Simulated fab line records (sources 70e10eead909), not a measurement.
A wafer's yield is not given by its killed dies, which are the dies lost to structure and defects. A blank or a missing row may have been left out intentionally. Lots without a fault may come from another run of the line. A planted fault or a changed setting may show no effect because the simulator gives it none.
Matching of chambers | flow nand-harc | ald-metal-01 running NHARC_A_BLC_ALD_23: 4 sister chambers
The step deposits TiN, target thk 3 nm, pulse time 1 s, ald cycles 150. 18 wafers are shown with their chamber, then 9 later ones without.

WAFERS, EACH WITH ITS CHAMBER
wafer  | chamber | heater-power-w (W) | precursor-pulse-height-rel
L076.2 | 3       | 1075               | 0.999
L076.5 | 1       | 1022               | 0.978
L076.6 | 0       | 1051               | 1.025
L079.3 | 2       | 1119               | 0.995
L079.4 | 3       | 1075               | 0.966
L079.5 | 2       | 1121               | 0.987
L080.2 | 3       | 1077               | 1.019
L080.5 | 3       | 1083               | 1.027
L080.6 | 2       | 1098               | 0.984
L083.2 | 0       | 1067               | 1.031
L083.4 | 3       | 1047               | 1.006
L083.6 | 2       | 1138               | 0.980
L084.1 | 1       | 1005               | 1.020
L084.2 | 0       | 1004               | 1.005
L084.3 | 3       | 1040               | 0.998
L091.1 | 2       | 1109               | 0.982
L091.3 | 3       | 1057               | 0.988
L091.6 | 0       | 997                | 1.001

SIGNATURES (means of the wafers above)
reading                    | chamber 0 | chamber 1 | chamber 2 | chamber 3 | scatter within a chamber
heater-power-w             | 1029.75   | 1013.50   | 1117.00   | 1064.86   | 21.2
precursor-pulse-height-rel | 1.01550   | 0.99900   | 0.98560   | 1.00043   | 0.0171
Rule: for each reading, subtract the chamber's mean from the wafer's reading, divide by that reading's scatter and square the result; add these up over the readings and take the root, which gives the wafer's distance from the chamber. The wafer belongs to the nearest chamber; if the next one is less than 2 further off, it can't be placed. The scatter: take each reading less its chamber's mean, square it, sum over the shown wafers, divide by the number of wafers less the number of chambers, and take the root.

WAFERS MISSING THEIR CHAMBER
wafer  | heater-power-w (W) | precursor-pulse-height-rel
L088.1 | 1022               | 1.003
L088.2 | 1018               | 1.003
L088.3 | 1121               | 1.046
L093.1 | 1009               | 1.020
L093.3 | 1054               | 1.002
L093.6 | 1056               | 0.997
L097.2 | 1013               | 0.967
L097.3 | 1057               | 1.001
L097.6 | 1025               | 0.989

EACH ONE'S CHAMBER
wafer  | from the rows above          | in truth
L088.1 | can't be placed: 1 or 0 or 3 | 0
L088.2 | can't be placed: 1 or 0 or 3 | 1
L088.3 | can't be placed: 2 or 3 or 0 | 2
L093.1 | can't be placed: 0 or 1 or 3 | 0
L093.3 | can't be placed: 3 or 0 or 1 | 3
L093.6 | can't be placed: 3 or 0 or 1 | 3
L097.2 | can't be placed: 1 or 0 or 3 | 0
L097.3 | can't be placed: 3 or 0 or 1 | 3
L097.6 | can't be placed: 1 or 0 or 3 | 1
0 of 9 placed correctly. Unplaceable from these rows: 9, with the true chamber sitting among the candidates in 9. Placed wrongly: 0.
